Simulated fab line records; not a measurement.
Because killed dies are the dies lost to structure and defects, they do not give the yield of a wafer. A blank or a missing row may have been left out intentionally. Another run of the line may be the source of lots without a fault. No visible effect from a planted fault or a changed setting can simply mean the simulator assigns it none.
2 desks looking at one fault	flow n5 finfet	what lay behind the numbers comes last; until then each desk has only its own

THE METROLOGY DESK
Means of the sampled wafers that have a number, per lot and without regard to the tool the lot ran on: this is what the gauges read. Any lot whose mean is over 4 standard deviations away from the usual mean is out of limits and marked OUT; that distance is given in the brackets. Shown here are 7 of its 12 readings, the ones lying furthest out on some lot.
Columns: A = cd nm at N5_ZERO_LAYER_CD_MEAS_11, usual 1999.3 nm; B = DIBL_N at N5_BEOL_M4_RC_MEAS_101, usual 37.7 mV/V; C = DIBL_P at N5_BEOL_M4_RC_MEAS_101, usual 37.7 mV/V; D = IOFF_P at N5_BEOL_M4_RC_MEAS_101, usual 0.23 nA/um; E = SS_P at N5_BEOL_M4_RC_MEAS_101, usual 73.6 mV/dec; F = VT_N at N5_BEOL_M4_RC_MEAS_101, usual 248 mV; G = VT_P at N5_BEOL_M4_RC_MEAS_101, usual -249 mV
lot	first seen here	A	B	C	D	E	F	G
L178	day 1 12:58	1999.4	38.4	38.9	0.28	73.2	247	-243
L179	day 1 18:46	1998.8	38.0	36.2	0.22	73.8	245	-249
L183	day 2 18:38	2000.2	37.3	37.6	0.22	74.1	249	-251
L184	day 3 00:46	1999.3	37.8	39.3	0.23	74.6	248	-248
L187	day 3 18:57	2001.1	38.9	38.0	0.24	73.9	249	-248
L195	day 5 18:46	1994.7	37.5	37.0	0.24	74.0	250	-249
L196	day 6 00:46	1994.2	38.2	36.9	0.22	73.7	247	-250
L197	day 6 06:46	2004.1	35.9	35.8	0.20	73.2	250	-252
L200	day 7 00:46	2002.1	38.0	37.4	0.25	73.4	246	-248
L201	day 7 06:40	2000.9	35.6	35.2	0.23	73.5	249	-247
Finding of this desk: none of the 10 lots has anything out of limits.

THE DEFECT DESK
Counts from the inspections along the route, per lot, as means over the sampled wafers that have a number. Any lot whose mean is over 4 standard deviations away from the usual mean is out of limits and marked OUT; that distance is given in the brackets.
Columns: A = raw defect count at N5_WELL_APT_INSPECT_10, usual 2.1
lot	first seen here	A
L178	day 1 14:03	3.3
L179	day 1 19:52	1.7
L183	day 2 19:44	2.0
L184	day 3 01:44	0.5
L187	day 3 20:05	2.7
L195	day 5 19:53	1.3
L196	day 6 01:55	0.7
L197	day 6 07:52	0.5
L200	day 7 01:52	2.0
L201	day 7 07:46	2.0
Finding of this desk: none of the 10 lots has anything out of limits.

ALL TOGETHER
Nothing out of limits was seen by the metrology desk.
The defect desk saw nothing out of limits.

WHAT HAD BEEN PUT IN BY THE SIMULATOR
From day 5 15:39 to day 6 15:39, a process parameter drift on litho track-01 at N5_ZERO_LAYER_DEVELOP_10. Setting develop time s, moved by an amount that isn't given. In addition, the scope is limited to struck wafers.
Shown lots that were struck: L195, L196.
